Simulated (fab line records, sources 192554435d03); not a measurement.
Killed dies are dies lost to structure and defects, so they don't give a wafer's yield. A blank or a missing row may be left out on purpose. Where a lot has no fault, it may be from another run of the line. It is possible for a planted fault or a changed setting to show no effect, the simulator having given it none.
Matching of chambers | flow n5-finfet | N5_BEOL_M9_ETCH_65 on rie-diel-04 has 4 sister chambers
The step etches SiARC in CF4, target depth 15.6 nm, time 26 s. 14 wafers are shown with their chamber, then 7 later ones without.

== WAFERS WITH THEIR CHAMBER ==
wafer  | chamber | drypump-motor-current-A (A) | throttle-valve-pct (%) | etch-rf-on-time-s (s)
L076.4 | 3       | 6.2                         | 15.84                  | 26.0
L076.5 | 1       | 5.2                         | 15.81                  | 26.8
L076.6 | 2       | 6.2                         | 15.88                  | 25.4
L078.1 | 3       | 6.2                         | 15.84                  | 26.2
L078.2 | 1       | 5.2                         | 15.80                  | 27.0
L078.3 | 0       | 4.8                         | 15.42                  | 25.9
L078.4 | 2       | 6.2                         | 15.88                  | 25.7
L078.5 | 2       | 6.2                         | 15.87                  | 25.9
L078.6 | 3       | 6.2                         | 15.85                  | 26.5
L083.3 | 0       | 4.8                         | 15.40                  | 25.4
L083.5 | 3       | 6.2                         | 15.85                  | 26.2
L083.6 | 0       | 4.8                         | 15.41                  | 25.5
L081.1 | 1       | 5.1                         | 15.33                  | 26.3
L081.4 | 0       | 4.8                         | 15.42                  | 26.1

SIGNATURES, as means of the wafers listed above
reading                 | chamber 0 | chamber 1 | chamber 2 | chamber 3 | scatter within a chamber
drypump-motor-current-A | 4.800     | 5.167     | 6.200     | 6.200     | 0.0258
throttle-valve-pct      | 15.4125   | 15.6467   | 15.8767   | 15.8450   | 0.123
etch-rf-on-time-s       | 25.725    | 26.700    | 25.667    | 26.225    | 0.29
Rule: a wafer's distance from a chamber is the root of the sum, over the readings, of the square of ((its reading less the chamber's mean) divided by the reading's scatter). If the next closest chamber is less than 2 further off than the closest, the wafer can't be placed; otherwise it belongs to the closest. How the scatter is found: for the shown wafers, subtract from each reading the mean of its chamber, square and add these, divide the total by (wafers less chambers), then take the root.

== WAFERS WHOSE CHAMBER IS MISSING ==
wafer  | drypump-motor-current-A (A) | throttle-valve-pct (%) | etch-rf-on-time-s (s)
L081.5 | 6.2                         | 15.86                  | 26.6
L089.2 | 6.2                         | 15.89                  | 26.1
L089.5 | 6.2                         | 15.88                  | 26.3
L089.6 | 4.8                         | 15.46                  | 25.7
L092.1 | 5.2                         | 15.35                  | 26.0
L092.4 | 6.2                         | 15.92                  | 26.0
L092.6 | 4.8                         | 15.44                  | 25.6

== THE CHAMBER EACH PASSED THROUGH ==
wafer  | from the rows above     | in truth
L081.5 | can't be placed: 3 or 2 | 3
L089.2 | can't be placed: 3 or 2 | 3
L089.5 | can't be placed: 3 or 2 | 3
L089.6 | 0                       | 0
L092.1 | 1                       | 1
L092.4 | can't be placed: 3 or 2 | 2
L092.6 | 0                       | 0
Placed correctly: 3 of 7. Cannot be placed on the basis of these rows: 4; the candidates contain the true chamber in 4. Placed wrongly: 0.
